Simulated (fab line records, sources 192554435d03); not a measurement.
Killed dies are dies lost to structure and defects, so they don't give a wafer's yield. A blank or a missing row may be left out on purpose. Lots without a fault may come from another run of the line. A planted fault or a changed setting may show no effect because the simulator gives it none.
Chamber matching | flow n5_finfet | N5_BEOL_M0_SAQP_ETCH_88 on rie_diel-06: 4 sister chambers
The step etches underlayer in N2/H2, target depth 6.5 nm, time 5.2 s. 18 wafers are shown with their chamber, then 9 later ones without.

WAFERS WITH THEIR CHAMBER
wafer  | chamber | throttle_valve_pct (%) | drypump_motor_current_A (A) | showerhead_plenum_p_Torr (Torr)
L078.2 | 2       | 18.18                  | 4.8                         | 2.52
L078.3 | 0       | 18.38                  | 6.3                         | 2.43
L078.4 | 1       | 17.43                  | 5.4                         | 2.65
L080.1 | 3       | 17.78                  | 4.7                         | 2.56
L080.3 | 2       | 18.21                  | 4.7                         | 2.51
L080.4 | 0       | 18.40                  | 6.3                         | 2.43
L082.1 | 2       | 18.19                  | 4.7                         | 2.51
L082.2 | 1       | 17.47                  | 5.4                         | 2.65
L082.3 | 3       | 17.79                  | 4.7                         | 2.56
L082.4 | 0       | 18.39                  | 6.2                         | 2.43
L082.5 | 0       | 18.40                  | 6.2                         | 2.43
L082.6 | 1       | 17.48                  | 5.4                         | 2.65
L093.1 | 3       | 17.81                  | 4.8                         | 2.55
L093.2 | 0       | 18.42                  | 6.2                         | 2.42
L093.3 | 2       | 18.22                  | 4.7                         | 2.50
L093.4 | 1       | 17.51                  | 5.4                         | 2.64
L093.5 | 3       | 17.80                  | 4.7                         | 2.55
L093.6 | 0       | 18.42                  | 6.2                         | 2.42

SIGNATURES (means of the wafers above)
reading                  | chamber 0 | chamber 1 | chamber 2 | chamber 3 | scatter within a chamber
throttle_valve_pct       | 18.4017   | 17.4725   | 18.2000   | 17.7950   | 0.0208
drypump_motor_current_A  | 6.233     | 5.400     | 4.725     | 4.725     | 0.045
showerhead_plenum_p_Torr | 2.4267    | 2.6475    | 2.5100    | 2.5550    | 0.00603
Rule: a wafer's distance from a chamber is the root of the sum, over the readings, of the square of ((its reading less the chamber's mean) divided by the reading's scatter). The wafer belongs to the nearest chamber; if the next one is less than 2 further off, it can't be placed. The scatter: the root of (the sum of the squares of (reading less its chamber's mean) over the shown wafers, divided by (wafers less chambers)).

WAFERS WITHOUT THEIR CHAMBER
wafer  | throttle_valve_pct (%) | drypump_motor_current_A (A) | showerhead_plenum_p_Torr (Torr)
L094.3 | 17.49                  | 5.4                         | 2.64
L094.4 | 17.83                  | 4.7                         | 2.55
L094.6 | 17.81                  | 4.8                         | 2.55
L096.1 | 17.82                  | 4.7                         | 2.55
L096.2 | 17.51                  | 5.4                         | 2.64
L096.3 | 18.42                  | 6.3                         | 2.42
L097.2 | 17.83                  | 4.8                         | 2.55
L097.4 | 18.46                  | 6.2                         | 2.42
L097.6 | 17.81                  | 4.7                         | 2.54

WHICH CHAMBER EACH WENT THROUGH
wafer  | from the rows above | in truth
L094.3 | 1                   | 1
L094.4 | 3                   | 3
L094.6 | 3                   | 3
L096.1 | 3                   | 3
L096.2 | 1                   | 1
L096.3 | 0                   | 0
L097.2 | 3                   | 3
L097.4 | 0                   | 0
L097.6 | 3                   | 3
Placed correctly: 9 of 9. Can't be placed from these rows: 0. Placed wrongly: 0.
